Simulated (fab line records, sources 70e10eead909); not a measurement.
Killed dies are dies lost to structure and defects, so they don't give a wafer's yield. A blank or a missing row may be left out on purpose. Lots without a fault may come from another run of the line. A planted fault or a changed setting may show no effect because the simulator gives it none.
Problem report in the 8D (eight disciplines) form, filled by code | flow nand_harc | the parts of the form that need people (team, actions taken, sign-off) are left out

1. THE PROBLEM
thk_nm at NHARC_A_ONON_D1_THK_MEAS_24 reads a mean of 1507 nm on 6 wafers of 2 lots; wafers without a fault read 999 nm with a standard deviation of 7.9. That is +64 standard deviations from the usual mean.
The step: measures by ellipsometry.
First seen on wafer L236.1, day 11 03:15, on film_metro-02. The record holds 39 wafers of 13 lots with a number at this step. Rule for "out", or "out of limits": more than 4 standard deviations from the usual mean. The other wafers with a number count as sound.

2. WHAT IT IS AND WHAT IT IS NOT
question                    | is                           | is not
which readings at this step | thk_nm                       | -
which lots                  | L234, L236                   | L223, L225, L227, L228, L229, L230, L231, L235, L242, L243, L246
which wafers of those lots  | all that have a number       | -
read on which gauges        | film_metro-01, film_metro-02 | -
when                        | from day 11 03:15            | up to then (21 sound wafers); but 12 sound wafers of L235, L242, L243, L246 came after

3. SUSPECTS, AND WHAT RULES EACH OUT
Counting: a tool at a process step up to the reading stays a suspect if it ran every lot that is out and no sound lot after the first of them.
- the gauge at NHARC_A_ONON_D1_THK_MEAS_24: ruled out. The wafers that are out were read on 2 gauges (film_metro-01, film_metro-02).
- pecvd_onon-01 at NHARC_A_ONON_D1_DEP_22 (target thk 1000 nm): ruled out as a lasting fault. Sound lots L246 ran on it after its first lot that is out, L236 (day 11 02:44).
Left after counting: nothing in the record.

4. THE CAUSE (what the simulator had put in)
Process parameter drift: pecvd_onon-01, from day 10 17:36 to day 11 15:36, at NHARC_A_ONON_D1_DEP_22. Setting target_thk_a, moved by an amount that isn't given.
Counting ruled it out, wrongly: the rule takes a fault to strike every lot that its tool runs from its start on, and this one did not.

5. THE CHAIN OF EFFECTS, in route order
Each row: a reading whose mean over the struck wafers that have a number lies more than 3 standard deviations from the usual. Only readings for which the record gives a usual standard deviation are gone through. hours: the time from each lot's start at the first step in this table that gives one to its start at this step, as a median over the lots. sigmas: the change in usual standard deviations.
hours | step                        | reading         | usual  | on struck wafers | change | sigmas
0     | NHARC_A_ONON_D1_THK_MEAS_24 | thk_nm          | 999 nm | 1507             | +508   | +64
336   | NHARC_END_SORT_01           | killed_at_array | 27     | 674              | +647   | +54
336   | NHARC_END_SORT_01           | killed_dies     | 31     | 677              | +646   | +54

6. WHAT WOULD HAVE CAUGHT IT SOONER
In this record the first reading out of limits at a measuring or inspecting step was taken at day 11 03:15, 10 hours after the fault began at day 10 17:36.
